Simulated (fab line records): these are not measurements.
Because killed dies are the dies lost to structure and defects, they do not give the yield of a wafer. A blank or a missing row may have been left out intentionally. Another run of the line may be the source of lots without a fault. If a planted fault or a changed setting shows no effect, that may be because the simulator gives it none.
Which of the tools did it? | flow n5 finfet | 72 wafers from 24 lots sampled at 6 of the route's 1938 steps

WHAT EACH GAUGE READ, for each wafer
N5_BEOL_M6_OCD_MEAS_38.
lot  | measured     | on     | trench depth nm (nm)
L074 | day 8 16:48  | ocd-02 | 91.6 94.0 94.1
L075 | day 8 20:46  | ocd-02 | 92.8 93.0 92.0
L076 | day 8 23:06  | ocd-02 | 91.8 92.0 92.5
L077 | day 9 02:34  | ocd-01 | 92.2 92.0 92.2
L078 | day 9 15:35  | ocd-01 | 97.7 93.7 97.1
L079 | day 9 18:55  | ocd-01 | 92.5 91.1 91.9
L080 | day 9 20:19  | ocd-01 | 95.5 92.6 96.6
L081 | day 10 06:59 | ocd-02 | 97.4 93.0 97.1
L082 | day 10 15:26 | ocd-01 | 91.0 93.2 93.0
L083 | day 10 18:14 | ocd-01 | 93.7 92.8 93.5
L084 | day 10 18:26 | ocd-01 | 91.8 93.3 90.8
L085 | day 11 14:03 | ocd-01 | 97.1 92.5 92.2
L086 | day 12 01:50 | ocd-01 | 95.8 91.6 94.8
L087 | day 12 01:24 | ocd-01 | 92.7 96.7 91.3
L089 | day 12 01:50 | ocd-02 | 96.3 90.0 94.0
L088 | day 13 04:07 | ocd-01 | 97.1 96.6 97.3
L090 | day 13 07:35 | ocd-02 | 94.8 91.9 94.9
L092 | day 13 10:28 | ocd-02 | 97.4 97.1 91.1
L091 | day 13 10:53 | ocd-01 | 92.4 95.5 93.0
L093 | day 14 10:31 | ocd-02 | 95.8 96.0 97.3
L094 | day 14 10:54 | ocd-01 | 96.9 93.5 93.9
L097 | day 14 17:13 | ocd-01 | 96.1 96.0 96.3
L095 | day 14 17:37 | ocd-02 | 96.2 96.1 93.4
L096 | day 14 21:31 | ocd-02 | 97.8 96.7 97.2

TOOL THAT RAN EACH LOT (tool first, then ch and the chambers of the sampled wafers, then the start)
lot  | N5_BEOL_M5_ETCH_75                 | N5_BEOL_M5_DEGAS_44          | N5_BEOL_M6_PECVD_70             | N5_BEOL_M6_HM_DEP_02         | N5_BEOL_M6_STRIP_80
L074 | rie diel-02 ch 0,2,3, day 8 04:31  | pvd sputter-01, day 8 05:31  | pecvd-03 ch 1,2, day 8 12:55    | pvd sputter-02, day 8 14:32  | rie diel-04 ch 0,1,3, day 8 16:48 or earlier
L075 | rie diel-01 ch 0,2,3, day 8 07:37  | pvd sputter-02, day 8 08:46  | pecvd-01 ch 0,1,2, day 8 15:48  | pvd sputter-03, day 8 16:58  | rie diel-05 ch 0,2,3, day 8 20:46 or earlier
L076 | rie diel-02 ch 0,1,2, day 8 10:16  | pvd sputter-03, day 8 11:31  | pecvd-02 ch 1,2, day 8 18:29    | pvd sputter-03, day 8 20:09  | rie diel-05 ch 0,1,2, day 8 23:06 or earlier
L077 | rie diel-06 ch 1,2,3, day 8 13:33  | pvd sputter-01, day 8 14:56  | pecvd-02 ch 1,2, day 8 22:47    | pvd sputter-01, day 8 23:25  | rie diel-05 ch 0,2,3, day 9 02:34 or earlier
L078 | rie diel-02 ch 0,2,3, day 9 02:34  | pvd sputter-03, day 9 03:37  | pecvd-02 ch 0,1, day 9 10:34    | pvd sputter-03, day 9 13:48  | rie diel-03 ch 1,2,3, day 9 15:35 or earlier
L079 | rie diel-01 ch 0,1,3, day 9 05:05  | pvd sputter-01, day 9 06:20  | pecvd-01 ch 0,1,2, day 9 15:33  | pvd sputter-02, day 9 16:01  | rie diel-05 ch 0,1,3, day 9 18:55 or earlier
L080 | rie diel-01 ch 0,3, day 9 08:45    | pvd sputter-02, day 9 09:55  | pecvd-01 ch 0,1,2, day 9 16:56  | pvd sputter-01, day 9 17:47  | rie diel-03 ch 0,1, day 9 20:19 or earlier
L081 | rie diel-02 ch 2,3, day 9 18:14    | pvd sputter-03, day 9 19:30  | pecvd-02 ch 0,1, day 10 02:27   | pvd sputter-03, day 10 04:23 | rie diel-03 ch 1,2,3, day 10 06:59 or earlier
L082 | rie diel-06 ch 2,3, day 10 00:07   | pvd sputter-02, day 10 01:14 | pecvd-02 ch 0,1, day 10 08:14   | pvd sputter-02, day 10 12:12 | rie diel-04 ch 0,2, day 10 15:26 or earlier
L083 | rie diel-01 ch 0,3, day 10 04:33   | pvd sputter-03, day 10 07:15 | pecvd-01 ch 1,2, day 10 13:56   | pvd sputter-03, day 10 15:37 | rie diel-05 ch 1,3, day 10 18:14 or earlier
L084 | rie diel-01 ch 0,1,3, day 10 06:43 | pvd sputter-03, day 10 07:41 | pecvd-03 ch 0,1, day 10 14:23   | pvd sputter-03, day 10 15:43 | rie diel-04 ch 0,2, day 10 18:26 or earlier
L085 | rie diel-01 ch 1,3, day 10 21:55   | pvd sputter-02, day 10 23:05 | pecvd-02 ch 0,1,2, day 11 07:46 | pvd sputter-01, day 11 09:42 | rie diel-05 ch 1,2,3, day 11 14:03 or earlier
L086 | rie diel-06 ch 0,2,3, day 11 06:14 | pvd sputter-01, day 11 07:28 | pecvd-02 ch 0,1,2, day 11 16:13 | pvd sputter-01, day 11 20:35 | rie diel-03 ch 0,3, day 12 01:50 or earlier
L087 | rie diel-02 ch 0,1, day 11 13:40   | pvd sputter-02, day 11 14:37 | pecvd-01 ch 0,1, day 11 21:20   | pvd sputter-02, day 11 21:38 | rie diel-05 ch 1,2,3, day 12 01:24 or earlier
L089 | rie diel-01 ch 0,3, day 11 13:56   | pvd sputter-02, day 11 14:56 | pecvd-01 ch 0,1, day 11 22:26   | pvd sputter-01, day 11 23:51 | rie diel-05 ch 0,2,3, day 12 01:50 or earlier
L088 | rie diel-01 ch 1,2,3, day 12 11:29 | pvd sputter-03, day 12 13:58 | pecvd-03 ch 1,2, day 12 20:43   | pvd sputter-02, day 12 21:58 | rie diel-05 ch 0,2, day 13 04:07 or earlier
L090 | rie diel-02 ch 0,2,3, day 12 21:18 | pvd sputter-02, day 12 22:13 | pecvd-01 ch 0,1, day 13 04:53   | pvd sputter-02, day 13 05:29 | rie diel-04 ch 2,3, day 13 07:35 or earlier
L092 | rie diel-02 ch 0,3, day 12 21:49   | pvd sputter-01, day 12 23:22 | pecvd-03 ch 1,2, day 13 06:08   | pvd sputter-03, day 13 07:39 | rie diel-05 ch 0,1, day 13 10:28 or earlier
L091 | rie diel-06 ch 0,3, day 12 22:02   | pvd sputter-01, day 12 23:37 | pecvd-03 ch 0,1, day 13 06:46   | pvd sputter-03, day 13 07:45 | rie diel-03 ch 0,2, day 13 10:53 or earlier
L093 | rie diel-06 ch 2,3, day 13 18:20   | pvd sputter-02, day 13 19:27 | pecvd-02 ch 0,1, day 14 02:11   | pvd sputter-03, day 14 03:57 | rie diel-03 ch 2,3, day 14 10:31 or earlier
L094 | rie diel-01 ch 0,1,2, day 13 18:23 | pvd sputter-01, day 13 19:29 | pecvd-03 ch 0,2, day 14 02:13   | pvd sputter-03, day 14 04:05 | rie diel-03 ch 0,3, day 14 10:54 or earlier
L097 | rie diel-02 ch 1,2,3, day 14 03:41 | pvd sputter-03, day 14 04:52 | pecvd-02 ch 0,1,2, day 14 11:53 | pvd sputter-02, day 14 13:53 | rie diel-03 ch 1,2,3, day 14 17:13 or earlier
L095 | rie diel-01 ch 2,3, day 14 03:52   | pvd sputter-03, day 14 05:07 | pecvd-03 ch 0,1, day 14 11:55   | pvd sputter-02, day 14 13:59 | rie diel-03 ch 0,3, day 14 17:37 or earlier
L096 | rie diel-06 ch 1,2,3, day 14 10:00 | pvd sputter-03, day 14 11:02 | pecvd-03 ch 0,2, day 14 17:59   | pvd sputter-02, day 14 18:03 | rie diel-05 ch 0,2, day 14 21:31 or earlier
- N5_BEOL_M5_ETCH_75: etches underlayer in N2/H2, target depth 6.5 nm, time 5.2 s.
- N5_BEOL_M5_DEGAS_44: time 60 s.
- N5_BEOL_M6_PECVD_70: deposits SiO2 from TEOS/O2, target thk 20 nm, time 22.7 s.
- N5_BEOL_M6_HM_DEP_02: deposits TiN, target thk 20 nm.
- N5_BEOL_M6_STRIP_80: strips in N2/H2, time 10 s.

WHAT THE TOOLS THEMSELVES READ (means of the sampled wafers that have a number; where no wafer has one, the mark that the record gives instead)
N5_BEOL_M5_ETCH_75.
lot  | tool        | drypump motor current A (A) | etch rf on time s (s) | oes product au (a.u.) | rf fwd power W (W) | rf vpp V (V) | showerhead plenum p Torr (Torr) | throttle valve pct (%)
L074 | rie diel-02 | 5.43                        | 5.17                  | 0.65                  | 819.3              | 524.1        | 2.54                            | 17.76
L075 | rie diel-01 | 5.42                        | 5.27                  | 0.65                  | 819.2              | 523.9        | 2.53                            | 17.99
L076 | rie diel-02 | 5.54                        | 5.13                  | 0.68                  | 819.7              | 523.5        | 2.56                            | 17.74
L077 | rie diel-06 | 5.53                        | 5.07                  | 0.65                  | 818.4              | 525.9        | 2.61                            | 17.75
L078 | rie diel-02 | 5.43                        | 5.23                  | 0.64                  | 818.9              | 524.8        | 2.54                            | 17.75
L079 | rie diel-01 | 5.37                        | 5.26                  | 0.73                  | 819.4              | 524.0        | 2.54                            | 17.71
L080 | rie diel-01 | 5.25                        | 5.40                  | 0.69                  | 822.2              | 524.2        | 2.52                            | 17.90
L081 | rie diel-02 | 5.50                        | 5.28                  | 0.67                  | 819.8              | 521.4        | 2.48                            | 17.70
L082 | rie diel-06 | 5.56                        | 5.08                  | 0.66                  | 819.1              | 527.3        | 2.65                            | 17.71
L083 | rie diel-01 | 5.25                        | 5.40                  | 0.68                  | 821.8              | 523.1        | 2.52                            | 17.90
L084 | rie diel-01 | 5.35                        | 5.27                  | 0.71                  | 822.7              | 523.4        | 2.53                            | 17.72
L085 | rie diel-01 | 5.26                        | 5.31                  | 0.74                  | 819.8              | 524.2        | 2.58                            | 17.72
L086 | rie diel-06 | 5.70                        | 5.16                  | 0.64                  | 817.9              | 525.0        | 2.61                            | 17.81
L087 | rie diel-02 | 5.50                        | 5.06                  | 0.74                  | 819.4              | 522.4        | 2.52                            | 17.77
L089 | rie diel-01 | 5.24                        | 5.32                  | 0.67                  | 819.0              | 523.7        | 2.51                            | 17.92
L088 | rie diel-01 | 5.47                        | 5.27                  | 0.76                  | 820.4              | 525.5        | 2.58                            | 17.72
L090 | rie diel-02 | 5.44                        | 5.23                  | 0.70                  | 819.4              | 525.0        | 2.53                            | 17.66
L092 | rie diel-02 | 5.18                        | 5.12                  | 0.74                  | 816.5              | 524.1        | 2.54                            | 17.73
L091 | rie diel-06 | 5.89                        | 5.11                  | 0.75                  | 820.6              | 525.7        | 2.62                            | 17.52
L093 | rie diel-06 | 5.59                        | 5.09                  | 0.64                  | 816.4              | 525.5        | 2.64                            | 17.75
L094 | rie diel-01 | 5.54                        | 5.20                  | 0.73                  | 818.9              | 524.5        | 2.53                            | 17.76
L097 | rie diel-02 | 5.61                        | 5.19                  | 0.66                  | 818.6              | 521.2        | 2.48                            | 17.73
L095 | rie diel-01 | 5.55                        | 5.25                  | 0.75                  | 817.3              | 524.3        | 2.58                            | 17.87
L096 | rie diel-06 | 5.56                        | 5.15                  | 0.62                  | 819.7              | 524.4        | 2.60                            | 17.81

N5_BEOL_M5_DEGAS_44.
lot  | tool           | heater power w (W)
L074 | pvd sputter-01 | 344
L075 | pvd sputter-02 | 324
L076 | pvd sputter-03 | 368
L077 | pvd sputter-01 | 314
L078 | pvd sputter-03 | 338
L079 | pvd sputter-01 | 321
L080 | pvd sputter-02 | 310
L081 | pvd sputter-03 | 362
L082 | pvd sputter-02 | 322
L083 | pvd sputter-03 | 344
L084 | pvd sputter-03 | 367
L085 | pvd sputter-02 | 319
L086 | pvd sputter-01 | 324
L087 | pvd sputter-02 | 321
L089 | pvd sputter-02 | 319
L088 | pvd sputter-03 | 347
L090 | pvd sputter-02 | 304
L092 | pvd sputter-01 | 324
L091 | pvd sputter-01 | 334
L093 | pvd sputter-02 | 308
L094 | pvd sputter-01 | 329
L097 | pvd sputter-03 | 351
L095 | pvd sputter-03 | 371
L096 | pvd sputter-03 | 333

N5_BEOL_M6_PECVD_70.
lot  | tool     | heater power w (W) | rf fwd power W (W) | showerhead plenum p Torr (Torr) | throttle valve pct (%)
L074 | pecvd-03 | 815                | 445.9              | 8.74                            | 22.6
L075 | pecvd-01 | 758                | 444.5              | 8.78                            | 22.5
L076 | pecvd-02 | 737                | 445.6              | 8.80                            | 21.9
L077 | pecvd-02 | 741                | 444.5              | 8.80                            | 22.1
L078 | pecvd-02 | 616                | 445.0              | 8.82                            | 22.9
L079 | pecvd-01 | 756                | 445.6              | 8.78                            | 22.6
L080 | pecvd-01 | 749                | 446.8              | 8.78                            | 22.4
L081 | pecvd-02 | 605                | 444.7              | 8.83                            | 22.8
L082 | pecvd-02 | 542                | 445.3              | 8.84                            | 22.4
L083 | pecvd-01 | 817                | 446.9              | 8.78                            | 22.6
L084 | pecvd-03 | 831                | 445.0              | 8.77                            | 22.8
L085 | pecvd-02 | 741                | 445.0              | 8.83                            | 21.7
L086 | pecvd-02 | 692                | 444.3              | 8.81                            | 21.7
L087 | pecvd-01 | 785                | 443.9              | 8.77                            | 22.8
L089 | pecvd-01 | 784                | 445.1              | 8.78                            | 22.9
L088 | pecvd-03 | 812                | 444.7              | 8.73                            | 22.2
L090 | pecvd-01 | 833                | 444.6              | 8.77                            | 22.8
L092 | pecvd-03 | 861                | 445.5              | 8.73                            | 22.2
L091 | pecvd-03 | 877                | 445.0              | 8.79                            | 22.8
L093 | pecvd-02 | 581                | 443.9              | 8.82                            | 22.9
L094 | pecvd-03 | 694                | 445.9              | 8.85                            | 21.3
L097 | pecvd-02 | 685                | 445.2              | 8.79                            | 21.9
L095 | pecvd-03 | 785                | 446.4              | 8.77                            | 22.9
L096 | pecvd-03 | 708                | 445.3              | 8.79                            | 20.6

N5_BEOL_M6_HM_DEP_02.
lot  | tool           | substrate temp c (C) | throttle valve pct (%)
L074 | pvd sputter-02 | 25.04                | 29.4
L075 | pvd sputter-03 | 25.00                | 31.0
L076 | pvd sputter-03 | 24.93                | 30.8
L077 | pvd sputter-01 | 24.90                | 30.2
L078 | pvd sputter-03 | 24.99                | 30.8
L079 | pvd sputter-02 | 25.08                | 28.7
L080 | pvd sputter-01 | 25.00                | 29.7
L081 | pvd sputter-03 | 25.03                | 30.5
L082 | pvd sputter-02 | 24.99                | 28.9
L083 | pvd sputter-03 | 25.11                | 31.2
L084 | pvd sputter-03 | 24.99                | 30.5
L085 | pvd sputter-01 | 25.08                | 30.3
L086 | pvd sputter-01 | 25.01                | 30.2
L087 | pvd sputter-02 | 25.01                | 28.3
L089 | pvd sputter-01 | 25.11                | 30.4
L088 | pvd sputter-02 | 25.10                | 29.1
L090 | pvd sputter-02 | 24.95                | 29.7
L092 | pvd sputter-03 | 25.00                | 31.3
L091 | pvd sputter-03 | 24.93                | 30.8
L093 | pvd sputter-03 | 25.06                | 31.2
L094 | pvd sputter-03 | 25.05                | 30.7
L097 | pvd sputter-02 | 24.97                | 28.7
L095 | pvd sputter-02 | 25.15                | 29.0
L096 | pvd sputter-02 | 24.96                | 29.5

N5_BEOL_M6_STRIP_80.
lot  | tool        | drypump motor current A (A) | oes product au (a.u.) | rf vpp V (V) | showerhead plenum p Torr (Torr) | throttle valve pct (%)
L074 | rie diel-04 | 6.3                         | 0.73                  | 58.7         | 2.56                            | 23.37
L075 | rie diel-05 | 6.0                         | 0.69                  | 59.3         | 2.47                            | 23.60
L076 | rie diel-05 | 5.6                         | 0.69                  | 58.3         | 2.44                            | 23.68
L077 | rie diel-05 | 6.0                         | 0.68                  | 58.8         | 2.47                            | 23.61
L078 | rie diel-03 | 6.0                         | 0.81                  | 58.4         | 2.53                            | 23.79
L079 | rie diel-05 | 5.7                         | 0.68                  | 59.3         | 2.51                            | 23.45
L080 | rie diel-03 | 6.2                         | 0.80                  | 59.3         | 2.48                            | 23.44
L081 | rie diel-03 | 6.0                         | 0.80                  | 58.4         | 2.52                            | 23.80
L082 | rie diel-04 | 6.5                         | 0.70                  | 58.7         | 2.54                            | 23.73
L083 | rie diel-05 | 5.8                         | 0.70                  | 59.3         | 2.57                            | 23.35
L084 | rie diel-04 | 6.5                         | 0.69                  | 59.1         | 2.58                            | 23.56
L085 | rie diel-05 | 5.7                         | 0.78                  | 59.3         | 2.60                            | 23.51
L086 | rie diel-03 | 5.4                         | 0.79                  | 59.9         | 2.48                            | 23.64
L087 | rie diel-05 | 5.7                         | 0.77                  | 60.4         | 2.60                            | 23.52
L089 | rie diel-05 | 5.9                         | 0.88                  | 59.3         | 2.68                            | 23.41
L088 | rie diel-05 | 5.9                         | 0.94                  | 59.8         | 2.72                            | 23.41
L090 | rie diel-04 | 6.3                         | 0.90                  | 59.1         | 2.48                            | 23.59
L092 | rie diel-05 | 5.6                         | 0.85                  | 59.5         | 2.65                            | 23.34
L091 | rie diel-03 | 5.6                         | 0.77                  | 58.9         | 2.53                            | 23.79
L093 | rie diel-03 | 5.7                         | 0.85                  | 58.5         | 2.51                            | 23.86
L094 | rie diel-03 | 5.4                         | 0.73                  | 58.5         | 2.48                            | 23.65
L097 | rie diel-03 | 6.0                         | 0.85                  | 58.6         | 2.51                            | 23.77
L095 | rie diel-03 | 5.4                         | 0.77                  | 59.1         | 2.47                            | 23.68
L096 | rie diel-05 | 5.9                         | 0.90                  | 60.1         | 2.70                            | 23.60

THE ANSWER, worked out from the rows above alone
Rule: the usual values come from the lots themselves. Put in order of their means at a reading, lots are off if they are a third of the lots or fewer, leave a main group of 4 or more, and stand apart from it by a gap of 3 or more times the standard deviation of the main group's means; of several such gaps the widest counts. Not used: any main group whose means are identical at the precision the tables above print for the reading. A lot without any number at a reading at which 4 lots or more have one is off too. Where the step has rows for the other lots, those lots are counted as sound. First the gauges in route order, then the tools' own readings, where a lot's mean is used as printed above. The first step at which some lot is off is used, and at that step the reading that is off furthest; a lot without a number counts as furthest.
None of the lots is off at any reading shown; this tells nothing.

WHAT HAD BEEN PUT IN BY THE SIMULATOR
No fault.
